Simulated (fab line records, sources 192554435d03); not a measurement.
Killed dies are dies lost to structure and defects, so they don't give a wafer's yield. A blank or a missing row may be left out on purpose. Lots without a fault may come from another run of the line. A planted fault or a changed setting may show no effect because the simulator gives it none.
fab line records | flow n5_finfet
record lots=10 wafers=30 last_day=16
route steps=1938 shown BEOL_M2@909 BEOL_M3@968 BEOL_M4@1111 PASSIVATION@1936
lots that met no fault: from a run of the same line without faults
start_h: hours from the record's first day to the start of the lot's first wafer shown | wait_h: hours since the lot's step before | " the same as in the row above | L1.1+2: a row that stands for several wafers | - no value, or no start given | * or withheld: withheld | < > ~ a bound
route shown NAME@n: a module of which the file shows steps, and the number in the route of the first | usual: mean/standard deviation of fault-free wafers | same: alike in all rows | chamber/n: place in a boat | sites: the reading at each site | _std_site: their standard deviation | _edge_site: outer sites' mean less inner sites' | radius_mm: how far each site lies from the wafer's centre | mask NAME#n: copy n | behind: the tool/chamber that last shaped the wafer | hold: why the lot was held/for how many hours/how that ended | device: the transistor (n, p or np) that didn't switch | end of line: the same wafers' tests at the end of the route | a step without rows: its recipe alone | killed: dies lost to structure and defects at the first sort, not the wafer's yield | map: a wafer's dies, x killed, . not, _ none there
set.NAME: the setting as run; set.NAME@STEP: as run at that earlier step | model.NAME: the simulator's own value behind a step, which no gauge read
steps of the route over a sample of lots; a table a step, a row a wafer
services: from which hour (start_h, from the record's first day; less than 0 if before it) a tool's chamber was out of use, for how many hours, and why
## steps
# step N5_BEOL_M2_ANNEAL_82
# recipe temp_c=400 time_s=240 ambient=vacuum
# usual heater_power_w=865/120
# columns lot.wafer tool chamber start_h wait_h heater_power_w
L358.1 pvd_sputter-03 - 150.24 0.0 886
L358.2 " - " " 1149
L358.4 " - " " 765
L362.1 pvd_sputter-01 - 174.24 0.0 774
L362.2 " - " " 864
L362.3 " - " " 728
L363.2 pvd_sputter-03 - 177.82 0.0 898
L363.5 " - " " 1149
L363.6 " - " " 726
L364.1 pvd_sputter-02 - 179.39 0.0 967
L364.2 " - " " 762
L364.6 " - " " 873
L365.2 pvd_sputter-01 - 192.93 0.0 949
L365.5 " - " " 741
L365.6 " - " " 883
L366.1 pvd_sputter-01 - 201.97 0.0 956
L366.3 " - " " 881
L366.5 " - " " 791
L368.3 pvd_sputter-01 - 211.80 0.0 750
L368.4 " - " " 950
L368.5 " - " " 787
L369.2 pvd_sputter-01 - 214.48 0.0 753
L369.5 " - " " 914
L369.6 " - " " 809
L372.1 pvd_sputter-03 - 230.96 0.0 766
L372.3 " - " " 1166
L372.6 " - " " 752
L373.1 pvd_sputter-03 - 250.19 0.0 852
L373.3 " - " " 1168
L373.5 " - " " 1153
# step N5_BEOL_M2_ANNEAL_89
# recipe temp_c=400 time_s=240 ambient=vacuum
# usual heater_power_w=865/120
# columns lot.wafer tool chamber start_h wait_h heater_power_w
L358.1 pvd_sputter-03 - 150.68 0.0 877
L358.2 " - " " 1145
L358.4 " - " " 756
L362.1 pvd_sputter-01 - 174.76 0.0 800
L362.2 " - " " 852
L362.3 " - " " 729
L363.2 pvd_sputter-03 - 178.26 0.0 900
L363.5 " - " " 1142
L363.6 " - " " 732
L364.1 pvd_sputter-02 - 179.83 0.0 952
L364.2 " - " " 749
L364.6 " - " " 860
L365.2 pvd_sputter-01 - 193.37 0.0 932
L365.5 " - " " 747
L365.6 " - " " 854
L366.1 pvd_sputter-01 - 202.41 0.0 937
L366.3 " - " " 870
L366.5 " - " " 821
L368.3 pvd_sputter-01 - 212.24 0.0 735
L368.4 " - " " 922
L368.5 " - " " 800
L369.2 pvd_sputter-01 - 214.92 0.0 724
L369.5 " - " " 941
L369.6 " - " " 798
L372.1 pvd_sputter-03 - 231.40 0.0 781
L372.3 " - " " 1141
L372.6 " - " " 767
L373.1 pvd_sputter-03 - 250.63 0.0 901
L373.3 " - " " 1182
L373.5 " - " " 1141
# step N5_BEOL_M2_ANNEAL_95
# recipe temp_c=400 time_s=240 ambient=vacuum
# usual heater_power_w=864/110
# columns lot.wafer tool chamber start_h wait_h heater_power_w
L358.1 pvd_sputter-03 - 151.34 0.0 880
L358.2 " - " " 1132
L358.4 " - " " 754
L362.1 pvd_sputter-01 - 175.54 0.0 813
L362.2 " - " " 847
L362.3 " - " " 739
L363.2 pvd_sputter-03 - 178.92 0.0 878
L363.5 " - " " 1176
L363.6 " - " " 732
L364.1 pvd_sputter-02 - 180.49 0.0 927
L364.2 " - " " 767
L364.6 " - " " 842
L365.2 pvd_sputter-01 - 194.03 0.0 947
L365.5 " - " " 740
L365.6 " - " " 883
L366.1 pvd_sputter-01 - 203.07 0.0 918
L366.3 " - " " 858
L366.5 " - " " 807
L368.3 pvd_sputter-01 - 212.90 0.0 732
L368.4 " - " " 948
L368.5 " - " " 807
L369.2 pvd_sputter-01 - 215.58 0.0 747
L369.5 " - " " 929
L369.6 " - " " 809
L372.1 pvd_sputter-03 - 232.06 0.0 773
L372.3 " - " " 1137
L372.6 " - " " 768
L373.1 pvd_sputter-03 - 251.29 0.0 880
L373.3 " - " " 1160
L373.5 " - " " 1147
# step N5_BEOL_M2_PRE_CLEAN_60
# recipe gas=NH3/H2 time_s=15 temp_c=* rf_power_w=300
# usual heater_power_outer_w=19/6 heater_power_w=78/16
# columns lot.wafer tool chamber start_h wait_h heater_power_outer_w heater_power_w
L358.1 cvd_co-01 1 152.32 0.0 27 111
L358.2 " 0 " " 20 73
L358.4 " 2 " " 21 74
L362.1 cvd_co-02 1 176.54 0.0 9 59
L362.2 " 0 " " 24 76
L362.3 " 2 " " 15 77
L363.2 cvd_co-02 1 179.90 0.0 9 59
L363.5 " 0 " " 24 75
L363.6 " 2 " " 14 83
L364.1 cvd_co-01 0 181.53 0.0 21 74
L364.2 " 2 " " 20 73
L364.6 " 2 " " 21 72
L365.2 cvd_co-02 1 195.08 0.1 9 60
L365.5 " 1 " " 9 60
L365.6 " 0 " " 23 77
L366.1 cvd_co-01 0 204.03 0.0 21 74
L366.3 " 2 " " 21 74
L366.5 " 0 " " 21 74
L368.3 cvd_co-02 0 213.87 0.0 24 75
L368.4 " 0 " " 23 74
L368.5 " 2 " " 15 81
L369.2 cvd_co-01 2 216.57 0.1 21 74
L369.5 " 2 " " 20 75
L369.6 " 1 " " 27 117
L372.1 cvd_co-02 0 233.19 0.0 23 75
L372.3 " 0 " " 24 77
L372.6 " 0 " " 24 76
L373.1 cvd_co-02 0 252.26 0.0 23 78
L373.3 " 1 " " 9 60
L373.5 " 1 " " 9 59
# step N5_BEOL_M2_INSPECT_59
# recipe inspect_instrument=darkfield mode=post_dep
# usual raw_defect_count=70/23
# columns lot.wafer tool chamber start_h wait_h raw_defect_count
L358.1 defect_inspect-02 - 152.57 0.0 69
L358.2 " - " " 92
L358.4 " - " " 94
L362.1 defect_inspect-02 - 176.79 0.0 66
L362.2 " - " " 95
L362.3 " - " " 75
L363.2 defect_inspect-02 - 180.15 0.0 54
L363.5 " - " " 41
L363.6 " - " " 55
L364.1 defect_inspect-01 - 181.79 0.0 107
L364.2 " - " " 105
L364.6 " - " " 73
L365.2 defect_inspect-01 - 195.33 0.0 49
L365.5 " - " " 24
L365.6 " - " " 72
L366.1 defect_inspect-02 - 204.31 0.0 58
L366.3 " - " " 68
L366.5 " - " " 75
L368.3 defect_inspect-02 - 214.12 0.0 49
L368.4 " - " " 72
L368.5 " - " " 51
L369.2 defect_inspect-01 - 216.82 0.0 110
L369.5 " - " " 58
L369.6 " - " " 81
L372.1 defect_inspect-02 - 233.49 0.0 319
L372.3 " - " " 367
L372.6 " - " " 356
L373.1 defect_inspect-02 - 252.51 0.0 318
L373.3 " - " " 395
L373.5 " - " " 356
# step N5_BEOL_M3_INSPECT_30
# recipe mode=adi inspect_instrument=brightfield
# usual raw_defect_count=396/98
# columns lot.wafer tool chamber start_h wait_h raw_defect_count
L358.1 defect_inspect-01 - 155.13 0.1 580
L358.2 " - " " 745
L358.4 " - " " 576
L362.1 defect_inspect-02 - 178.51 0.1 400
L362.2 " - " " 482
L362.3 " - " " 354
L363.2 defect_inspect-02 - 184.23 0.0 254
L363.5 " - " " 343
L363.6 " - " " 351
L364.1 defect_inspect-02 - 184.55 0.2 477
L364.2 " - " " 444
L364.6 " - " " 384
L365.2 defect_inspect-02 - 197.05 0.0 334
L365.5 " - " " 277
L365.6 " - " " 308
L366.1 defect_inspect-02 - 208.23 0.1 421
L366.3 " - " " 350
L366.5 " - " " 472
L368.3 defect_inspect-02 - 217.42 0.0 475
L368.4 " - " " 374
L368.5 " - " " 493
L369.2 defect_inspect-01 - 219.92 0.0 515
L369.5 " - " " 311
L369.6 " - " " 482
L372.1 defect_inspect-01 - 235.51 0.1 522
L372.3 " - " " 577
L372.6 " - " " 554
L373.1 defect_inspect-01 - 255.32 0.1 796
L373.3 " - " " 710
L373.5 " - " " 724
# step N5_BEOL_M4_RC_MEAS_101
# usual DIBL_N=36.4/1.5 DIBL_P=36.6/1.9 IOFF_N=0.155/0.021 IOFF_P=0.211/0.028 ION_N=671/8.6 ION_P=462/5.8 SS_N=71.5/0.5 SS_P=73.4/0.58 VT_N=250.1/2.4 VT_P=-250.1/3
# columns lot.wafer tool chamber start_h wait_h DIBL_N[mV/V] DIBL_P[mV/V] IOFF_N[nA/um] IOFF_P[nA/um] ION_N[uA/um] ION_P[uA/um] SS_N[mV/dec] SS_P[mV/dec] VT_N[mV] VT_P[mV]
L358.1 prober-01 0 176.48 0.0 35.7 35.7 0.152 0.207 677 464 71.3 73.3 249.9 -250.3
L358.2 " 0 " " 36.7 36.6 0.157 0.215 676 468 71.8 73.8 249.4 -251.7
L358.4 " 0 " " 35.8 35.5 0.149 0.198 664 460 71.7 74.5 251.1 -249.5
L362.1 prober-01 0 190.62 0.0 34.9 34.8 0.137 0.224 657 464 70.6 72.8 254.1 -246.3
L362.2 " 0 " " 34.0 33.9 0.129 0.204 661 463 70.9 72.6 256.0 -251.0
L362.3 " 0 " " 33.9 33.5 0.126 0.202 660 466 71.0 72.7 249.6 -251.1
L363.2 prober-02 0 207.85 0.2 36.5 36.7 0.155 0.208 673 460 71.6 73.4 250.9 -250.0
L363.5 " 0 " " 34.8 33.9 0.126 0.179 664 459 71.2 72.0 250.4 -253.1
L363.6 " 0 " " 36.1 36.1 0.144 0.205 669 462 71.3 73.7 252.1 -252.4
L364.1 prober-01 0 208.23 0.0 37.1 38.8 0.171 0.237 675 466 72.0 73.4 248.3 -246.5
L364.2 " 0 " " 36.5 37.6 0.168 0.222 674 463 71.3 73.5 247.9 -247.4
L364.6 " 0 " " 36.7 38.3 0.163 0.237 675 464 71.5 73.5 249.0 -246.5
L365.2 prober-01 0 214.80 0.2 35.8 36.1 0.159 0.205 677 461 71.3 73.3 249.3 -251.5
L365.5 " 0 " " 37.2 38.0 0.187 0.236 683 462 71.7 73.5 245.6 -248.7
L365.6 " 0 " " 34.7 35.6 0.134 0.195 658 456 70.5 73.3 251.4 -252.2
L366.1 prober-02 0 224.30 0.0 37.3 36.8 0.157 0.208 676 460 71.5 73.1 250.6 -246.9
L366.3 " 0 " " 36.9 34.5 0.142 0.175 670 454 71.5 72.3 249.8 -251.8
L366.5 " 0 " " 38.4 37.2 0.170 0.222 679 466 71.0 73.1 250.6 -248.8
L369.2 prober-01 0 236.81 0.2 34.5 32.8 0.128 0.193 666 461 70.5 73.8 250.2 -249.4
L369.5 " 0 " " 38.3 37.4 0.196 0.279 681 475 71.3 73.9 242.4 -240.7
L369.6 " 0 " " 37.3 35.7 0.183 0.255 686 479 72.2 73.6 245.2 -242.6
L368.3 prober-02 0 237.28 0.3 38.7 38.5 0.179 0.225 667 459 71.6 74.1 249.6 -251.0
L368.4 " 0 " " 37.9 37.2 0.162 0.197 675 458 72.3 73.1 250.2 -252.6
L368.5 " 0 " " 35.8 34.8 0.128 0.170 660 449 71.3 73.0 255.4 -253.6
L372.1 prober-02 0 253.13 0.0 36.7 36.3 0.153 0.211 667 461 71.8 73.5 250.2 -251.3
L372.3 " 0 " " 37.1 36.5 0.157 0.212 678 467 71.4 73.0 248.7 -250.3
L372.6 " 0 " " 37.5 38.4 0.169 0.252 690 474 71.5 74.4 245.7 -248.6
L373.1 prober-01 0 273.76 0.0 37.7 37.4 0.158 0.238 669 463 72.0 73.7 249.9 -249.9
L373.3 " 0 " " 37.2 37.2 0.149 0.240 665 462 71.5 73.4 249.9 -250.2
L373.5 " 0 " " 38.2 38.3 0.169 0.260 671 471 71.9 73.4 249.4 -246.3
# step N5_PASSIVATION_PROBE_49
# usual defect_limited_yield=91.5/1.4 killed_at_M0_to_M3=33/10 killed_at_M4_up=13/5 killed_at_contacts=13/5.6 killed_at_front_end=38/12 killed_at_other=3.9/2.7 killed_dies=100/16 killed_on_rim=13/4 killed_open=66/13 killed_short=32/7.2 sort_bin_5_function=5.0/0.97 sort_bin_6_memory=3.2/0.61 sort_n_pass=1080/16 sort_yield_pct=91.5/1.4
# same gross_dies=1180 killed_at_back_side=0 sort_bin_4_leakage[%]=0 sort_bin_8_speed[%]=0
# columns lot.wafer tool chamber start_h wait_h defect_limited_yield[%] killed_at_M0_to_M3 killed_at_M4_up killed_at_contacts killed_at_front_end killed_at_other killed_dies killed_on_rim killed_open killed_short sort_bin_5_function[%] sort_bin_6_memory[%] sort_n_pass sort_yield_pct[%]
L366.1 prober-01 - 329.83 0.0 89.2 32 17 15 61 2 127 14 94 33 6.3 4.2 1053 89.2
L366.3 prober-01 - 329.93 0.1 89.4 40 17 14 52 2 125 17 96 28 7.0 3.4 1055 89.4
L366.5 prober-01 - 330.03 0.2 91.4 16 25 16 44 1 102 15 77 25 4.6 3.9 1078 91.4
L369.5 prober-01 - 337.21 0.2 90.3 43 14 20 32 5 114 14 74 39 5.2 3.8 1066 90.3
L372.1 prober-02 - 356.75 0.0 87.5 91 19 17 20 0 147 29 53 32 7.5 3.4 1033 87.5
L372.3 prober-02 - 356.85 0.1 86.0 112 14 12 24 3 165 32 72 29 9.6 3.7 1015 86.0
L372.6 prober-02 - 357.00 0.3 87.5 94 6 8 37 3 148 24 68 20 8.3 3.0 1032 87.5
L373.1 prober-02 - 377.93 0.0 87.2 91 9 5 42 4 151 20 53 36 8.0 3.9 1029 87.2
L373.3 prober-02 - 378.03 0.1 83.3 113 7 7 68 2 197 22 59 34 10.7 4.4 983 83.3
L373.5 prober-02 - 378.13 0.2 83.1 117 12 11 54 5 199 31 77 30 10.4 4.2 981 83.1
# killed by level:class
L366.1 STI_FIN_REVEAL:geometric_particle:open=35 MOL_CONTACT_COAG:geometric_particle:open=14 BEOL_M0_SAQP:geometric_particle:open=12 STI_FIN_REVEAL:geometric_particle:short=9 BEOL_M3:geometric_particle:open=5 FIN_SAQP:geometric_particle:short=4 GATE_CUT:geometric_particle:short=4 FIN_SAQP:geometric_particle:open=3
L366.3 STI_FIN_REVEAL:geometric_particle:open=19 MOL_CONTACT_COAG:geometric_particle:open=13 BEOL_M0_SAQP:geometric_particle:open=10 BEOL_M1:geometric_particle:open=8 BEOL_M3:geometric_particle:open=8 BEOL_M5:geometric_particle:open=8 BEOL_M0_SAQP:geometric_particle:short=7 GATE_CUT:geometric_particle:short=6
L366.5 STI_FIN_REVEAL:geometric_particle:open=14 MOL_CONTACT_COAG:geometric_particle:open=14 BEOL_M5:geometric_particle:open=8 GATE_CUT:geometric_particle:open=7 BEOL_M6:geometric_particle:open=6 FIN_SAQP:geometric_particle:open=4 GATE_CUT:geometric_particle:short=4 BEOL_M3:geometric_particle:open=4
L369.5 MOL_CONTACT_COAG:geometric_particle:open=15 BEOL_M0_SAQP:geometric_particle:short=13 BEOL_M0_SAQP:geometric_particle:open=13 FIN_SAQP:geometric_particle:open=9 BEOL_M4:geometric_particle:open=7 FIN_SAQP:geometric_particle:short=6 STI_FIN_REVEAL:geometric_particle:open=6 BEOL_M1:geometric_particle:open=5
L372.1 BEOL_M2:unspecified=62 MOL_CONTACT_COAG:geometric_particle:open=10 BEOL_M4:geometric_particle:open=9 BEOL_M3:geometric_particle:open=8 MOL_CONTACT_COAG:geometric_particle:short=7 FIN_SAQP:geometric_particle:open=4 BEOL_M0_SAQP:geometric_particle:short=4 BEOL_M2:geometric_particle:short=4
L372.3 BEOL_M2:unspecified=62 BEOL_M0_SAQP:geometric_particle:short=12 BEOL_M3:geometric_particle:open=10 MOL_CONTACT_COAG:geometric_particle:open=9 BEOL_M2:geometric_particle:open=7 BEOL_M0_SAQP:geometric_particle:open=6 BEOL_M4:geometric_particle:open=6 DUMMY_GATE:geometric_particle:open=5
L372.6 BEOL_M2:unspecified=59 STI_FIN_REVEAL:geometric_particle:open=10 BEOL_M1:geometric_particle:open=10 FIN_SAQP:geometric_particle:short=9 BEOL_M0_SAQP:geometric_particle:open=9 MOL_CONTACT_COAG:geometric_particle:open=8 FIN_SAQP:geometric_particle:open=7 BEOL_M2:geometric_particle:open=6
L373.1 BEOL_M2:unspecified=59 FIN_SAQP:geometric_particle:short=12 BEOL_M0_SAQP:geometric_particle:short=11 BEOL_M0_SAQP:geometric_particle:open=10 FIN_SAQP:geometric_particle:open=7 DUMMY_GATE:geometric_particle:open=6 BEOL_M2:geometric_particle:open=5 BEOL_M4:geometric_particle:open=4
L373.3 BEOL_M2:unspecified=101 FIN_SAQP:geometric_particle:open=21 FIN_SAQP:geometric_particle:short=7 DUMMY_GATE:geometric_particle:open=6 GATE_CUT:geometric_particle:short=5 STI_FIN_REVEAL:geometric_particle:open=4 MOL_CONTACT_COAG:geometric_particle:open=4 BEOL_M0_SAQP:geometric_particle:short=4
L373.5 BEOL_M2:unspecified=90 FIN_SAQP:geometric_particle:open=12 MOL_CONTACT_COAG:geometric_particle:open=10 BEOL_M0_SAQP:geometric_particle:short=7 BEOL_M0_SAQP:geometric_particle:open=7 FIN_SAQP:geometric_particle:short=6 DUMMY_GATE:geometric_particle:open=6 BEOL_M4:geometric_particle:open=6
## services
# columns tool chamber start_h hours kind
cvd_co-02 - 209.17 1.3 repair
cvd_co-01 - 247.06 14.6 pm
## key
first_sign step=N5_BEOL_M2_INSPECT_59 reading=raw_defect_count direction=up sigmas=12 usual=70 struck=352
effect step=N5_BEOL_M3_INSPECT_30 reading=raw_defect_count direction=up sigmas=2.6 usual=396 struck=647
effect step=N5_PASSIVATION_PROBE_49 reading=killed_at_M0_to_M3 direction=up sigmas=6.9 usual=33 struck=103
more_kills_born_at N5_BEOL_M2_PRE_CLEAN_60@cvd_co-02=433
met_at N5_BEOL_M2_PRE_CLEAN_60
struck_lots L372,L373
not_acting_at N5_BEOL_M2_ANNEAL_82,N5_BEOL_M2_ANNEAL_89,N5_BEOL_M2_ANNEAL_95
onset_between 213.87 233.19
also_fits time
fault kind=chamber_particle_source tool=cvd_co-02 chamber=- onset_h=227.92 steps=N5_BEOL_M2_PRE_CLEAN_60 rate_per_visit_cm2=0.46087 end_h=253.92
